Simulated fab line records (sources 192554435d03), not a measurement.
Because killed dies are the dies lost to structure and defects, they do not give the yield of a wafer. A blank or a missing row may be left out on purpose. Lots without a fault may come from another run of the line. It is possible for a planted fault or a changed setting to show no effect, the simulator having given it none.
A struck lot beside a sound one    flow n5-finfet    15 out of 1938 route steps
Sound: the wafers L575.1, L575.3, L575.6. Wafers L590.2, L590.4, L590.5 were the ones struck. Last of all comes the cause.
Order at every step that has rows: each side's tool, ch and its chambers, its first start. Under that, the readings that differ: sound wafers    struck wafers    difference of the means    sigmas: that difference in standard deviations of wafers without a fault.
alike: readings whose means differ by less than 2 such deviations, and words and numbers that are the same on both sides. not compared: withheld readings, readings that some wafer has no value for, bounds like >300 that may hide the same value, and numbers for which the record gives no deviation and whose values overlap.
Wherever a step has rows on one side only, a row that says differs or no value, or a row with sigmas, the two part there. When numbers do not overlap yet have no deviation, they are printed without sigmas and do not part them. A reading that every wafer of one side lacks parts them only if that side has two wafers or more.

N5_WELL_APT_DESCUM_30: chemistry O2, time 7.9 s.
  sound on rie-diel-02 ch 0,1, day 1 21:25; struck on rie-diel-02 ch 2,3, day 5 15:04
reading                          sound           struck          difference  sigmas
showerhead-plenum-p-Torr (Torr)  1.99 2.02 1.99  2.13 2.21 2.21  +0.18       +2
  alike: drypump-motor-current-A, o2-flow-sccm, oes-product-au, rf-vpp-V, throttle-valve-pct
  not compared: rf-hours-counter-h
then, 3 steps without rows for these wafers: N5_WELL_APT_IMPLANT_31; N5_WELL_APT_IMPLANT_32; N5_WELL_APT_STRIP_33 (strips in SPM, time 900 s).
N5_WELL_APT_RTA_34: time 10 s.
  sound on rtp-anneal-02 ch 0, day 1 22:11; struck on rtp-anneal-02 ch 0, day 5 15:51
  alike: lamp-power-pct, wafer_temp_C_max
then, 4 steps without rows for these wafers: N5_WELL_APT_OXIDE_STRIP_42 (strips SiO2 in dHF, time 45 s, target depth 12 nm); N5_WELL_APT_PRECLEAN_36 (cleans in O3/DIW, time 45 s); N5_WELL_APT_PRECLEAN_39 (cleans in dHF, time 60 s); N5_WELL_APT_SRD_37 (time 30 s).
N5_WELL_APT_EPI_41: deposits Si from SiH4/H2, target thk 50 nm, time 297.7 s.
  sound on epi-rpcvd-01 ch 0, day 1 22:25; struck on epi-rpcvd-02 ch 0, day 5 16:10
  alike: throttle-valve-pct
N5_WELL_APT_INSPECT_38: inspects for defects (darkfield).
  sound: defect-inspect-01 at day 1 23:04; struck: defect-inspect-01 at day 5 16:43
  alike: raw-defect-count
N5_PMOS_HMC_CHANNEL_EPI_HM_DEP_34: deposits SiO2 from TEOS/O2, target thk 36 nm, time 6.9 s.
  sound on pecvd-01 ch 0,1, day 1 23:05; struck on pecvd-03 ch 0,1,2, day 5 16:44
  alike: heater-power-w, showerhead-plenum-p-Torr, throttle-valve-pct
N5_PMOS_HMC_CHANNEL_EPI_COAT_31: time 60 s, resist thk 66 nm.
  sound on litho-track-01 ch 0, day 1 23:09; struck on litho-track-03 ch 0, day 5 16:48
reading                   sound                 struck                difference  sigmas
heater-power-total-W (W)  391.2 391.5 391.7     386.0 382.9 383.1     -7.5        -6
plate-temp-C (C)          204.97 204.72 204.91  202.08 202.36 201.85  -2.77       -16
  alike: chill-plate-temp-C, exhaust-pa
then, 1 step without rows for these wafers: N5_PMOS_HMC_CHANNEL_EPI_COAT_03 (resist thk 205 nm).
-- the record jumps here: 8 days lie between the struck wafers' starts before and after (it left off in module PMOS_HMC_CHANNEL_EPI and takes up again in module BEOL_M4, whose first step shown is number 1111 of the route) --
N5_BEOL_M4_RC_MEAS_101:
  sound on prober-02 ch 0, day 8 05:22; struck on prober-02 ch 0, day 13 07:27
  alike: DIBL_N, DIBL_P, IOFF_N, IOFF_P, ION_N, ION_P, SS_N, SS_P, VT_N, VT_P

WHERE THEY PART
At N5_WELL_APT_DESCUM_30 first; at N5_PMOS_HMC_CHANNEL_EPI_COAT_31 last (within this record only). Later steps at which nothing parts them and some readings are alike: N5_BEOL_M4_RC_MEAS_101.

WHY: the cause the simulator had injected
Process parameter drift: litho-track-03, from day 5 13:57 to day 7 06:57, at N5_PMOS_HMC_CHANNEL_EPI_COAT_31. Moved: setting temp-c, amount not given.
